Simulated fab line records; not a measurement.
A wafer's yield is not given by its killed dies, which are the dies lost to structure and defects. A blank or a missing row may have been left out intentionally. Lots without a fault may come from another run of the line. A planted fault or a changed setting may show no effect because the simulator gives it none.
Split-lot trial	flow n5_finfet	route with 1938 steps; 7 lots, 21 wafers read

## THE SPLIT ITSELF
At N5_FIN_SAQP_HM_DEP_03 (deposits SiNx from SiH4/NH3/N2, target thk 38 nm, time 33.6 s), the setting time_s was moved away from the recipe's 33.6 s on 6 of the 21 wafers read, by -12.8% to -5.6%. For the rest of the wafers, this setting stayed at what the recipe calls for.

Reading taken at the split's own step.

## THE READING
SiNx_of_FIN_SAQP_HM_DEP_03.thk_nm (the simulator's own value, which no gauge read), in nm, at N5_FIN_SAQP_HM_DEP_03 (deposits SiNx from SiH4/NH3/N2, target thk 38 nm, time 33.6 s). There is no usual value for it anywhere in the file. The 15 wafers here that ran the recipe average 37.83 nm, standard deviation 0.45 nm.

wafer	tool, chamber at the split	time_s as run, s	against the recipe	SiNx_of_FIN_SAQP_HM_DEP_03.thk_nm, nm	against lot-mates on the recipe
L074.1	pecvd-03, 2	33.6	recipe	38.08	-
L074.2	pecvd-03, 1	33.6	recipe	37.45	-
L074.6	pecvd-03, 2	33.6	recipe	38.16	-
L076.1	pecvd-01, 2	29.29	-12.8%	32.99	-4.71
L076.3	pecvd-01, 0	33.6	recipe	37.7	-
L076.6	pecvd-01, 0	29.29	-12.8%	33.53	-4.17
L079.2	pecvd-02, 1	33.6	recipe	38.28	-
L079.4	pecvd-02, 1	31.71	-5.6%	36.43	-1.85
L079.6	pecvd-02, 1	31.71	-5.6%	35.85	-2.43
L081.3	pecvd-03, 2	33.6	recipe	37.59	-
L081.4	pecvd-03, 1	33.6	recipe	37.99	-
L081.6	pecvd-03, 0	33.6	recipe	37.8	-
L094.1	pecvd-02, 0	33.6	recipe	36.77	-
L094.3	pecvd-02, 0	33.6	recipe	37.72	-
L094.6	pecvd-02, 2	33.6	recipe	38.35	-
L095.1	pecvd-03, 0	33.6	recipe	38.07	-
L095.4	pecvd-03, 2	33.6	recipe	38.64	-
L095.5	pecvd-03, 2	31.14	-7.3%	35.69	-2.67
L097.1	pecvd-02, 0	30.44	-9.4%	33.68	-3.78
L097.2	pecvd-02, 2	33.6	recipe	37.39	-
L097.5	pecvd-02, 0	33.6	recipe	37.53	-

FIT RESULTS
A straight line over all 21 wafers: SiNx_of_FIN_SAQP_HM_DEP_03.thk_nm changes by +0.36 nm for each +1% of time_s; r = +0.96; the points scatter about the line by 0.48 nm.
The same after taking each lot's own level away (the mean of its wafers on the recipe; 21 wafers): +0.36 nm for each +1%; r = +0.98; scatter 0.35 nm.
That fit puts the effect of the largest move of time_s on the reading at 4.6 nm.
From 37.460 to 38.355 nm: that is the span of the lots' own levels, equal to 2.0 times the standard deviation above.
Consequently the slope shifts little with the lot-to-lot level, the two slopes agreeing.
Check: -4.59 nm against its lot-mates is what the line predicts for one of the wafers moved furthest among these (-12.8%) when that wafer is left out of the fit. Against them it came out at -4.71 nm.

## THESE WAFERS: OTHER SPLITS
Before the reading, these wafers also passed through other splits. Each is held against what the fit with the lots' levels taken away leaves over:
other split on the same wafers	wafers away from the commonest value	r with SiNx_of_FIN_SAQP_HM_DEP_03.thk_nm (lot level and that fit taken away)
N5_WELL_APT_EXPOSE_05 dose_mj	4	-0.01
N5_WELL_APT_DEVELOP_07 develop_time_s	4	-0.07
N5_PMOS_HMC_CHANNEL_EPI_COAT_03 spin_rpm	9	-0.14
N5_PMOS_HMC_CHANNEL_EPI_PEB_07 peb_time_s	3	-0.17

## THE WHOLE CHAIN: every reading that the file lists as answering this split, in the file's order
step	what it does	reading	change (the file's fit)	r (the file's)
N5_FIN_SAQP_HM_DEP_03	deposits SiNx from SiH4/NH3/N2, target thk 38 nm, time 33.6 s	SiNx_of_FIN_SAQP_HM_DEP_03.thk_nm (the simulator's own value, which no gauge read)	+0.367 nm for each +1% of the setting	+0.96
N5_FIN_SAQP_THK_MEAS_05		thk_nm	withheld for each +1% of the setting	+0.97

## FILE'S OWN FIT
SiNx_of_FIN_SAQP_HM_DEP_03.thk_nm changes by +0.367 nm for each +1% of time_s, r = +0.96.
